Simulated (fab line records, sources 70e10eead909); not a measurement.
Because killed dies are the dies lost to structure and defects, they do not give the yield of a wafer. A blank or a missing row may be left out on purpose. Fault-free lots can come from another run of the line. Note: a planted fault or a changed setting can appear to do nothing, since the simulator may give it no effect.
Matching of chambers / flow nand-harc / NHARC_P_CONTACT_CMP_01 on cmp-02 has 4 sister chambers
The step polishes SiO2, target thk 200 nm. 7 wafers are shown with their chamber, then 8 later ones without.

## EACH WAFER AND ITS CHAMBER
wafer=L076.5; chamber=2; motor-current-A (A)=11.1; edge-zone-pressure-frac=0.999
wafer=L079.6; chamber=2; motor-current-A (A)=11.3; edge-zone-pressure-frac=1.003
wafer=L086.5; chamber=3; motor-current-A (A)=11.8; edge-zone-pressure-frac=1.015
wafer=L087.1; chamber=1; motor-current-A (A)=12.0; edge-zone-pressure-frac=1.004
wafer=L087.3; chamber=3; motor-current-A (A)=12.1; edge-zone-pressure-frac=1.000
wafer=L087.6; chamber=1; motor-current-A (A)=12.3; edge-zone-pressure-frac=1.002
wafer=L094.1; chamber=0; motor-current-A (A)=13.7; edge-zone-pressure-frac=1.009

## WAFERS WHOSE CHAMBER IS MISSING
wafer=L094.4; motor-current-A (A)=11.2; edge-zone-pressure-frac=1.003
wafer=L094.5; motor-current-A (A)=11.8; edge-zone-pressure-frac=0.999
wafer=L096.1; motor-current-A (A)=13.1; edge-zone-pressure-frac=0.990
wafer=L096.3; motor-current-A (A)=11.5; edge-zone-pressure-frac=1.002
wafer=L096.4; motor-current-A (A)=11.6; edge-zone-pressure-frac=1.004
wafer=L097.1; motor-current-A (A)=11.8; edge-zone-pressure-frac=1.000
wafer=L097.2; motor-current-A (A)=12.1; edge-zone-pressure-frac=0.993
wafer=L097.5; motor-current-A (A)=12.0; edge-zone-pressure-frac=0.999

## WHICH CHAMBER EACH WENT THROUGH
wafer=L094.4; from the rows above=2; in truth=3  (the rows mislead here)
wafer=L094.5; from the rows above=can't be placed: 3 or 1 or 2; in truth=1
wafer=L096.1; from the rows above=can't be placed: 0 or 1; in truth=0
wafer=L096.3; from the rows above=can't be placed: 2 or 3 or 1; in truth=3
wafer=L096.4; from the rows above=can't be placed: 3 or 2 or 1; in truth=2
wafer=L097.1; from the rows above=can't be placed: 3 or 1 or 2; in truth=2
wafer=L097.2; from the rows above=can't be placed: 1 or 3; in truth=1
wafer=L097.5; from the rows above=can't be placed: 1 or 3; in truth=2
Placed correctly: 0 of 8. From these rows, 7 cannot be placed; in 6 the true chamber is one of the candidates. Placed wrongly: 1.
How it was worked out, from the rows above alone: a wafer's distance from a chamber is the root of the sum, over the readings, of the square of ((its reading less the chamber's mean) divided by the reading's scatter). If the next closest chamber is less than 2 further off than the closest, the wafer can't be placed; otherwise it belongs to the closest. For every chamber, the mean is computed from those of its wafers that are shown. The scatter: take each reading less its chamber's mean, square it, sum over the shown wafers, divide by the number of wafers less the number of chambers, and take the root.
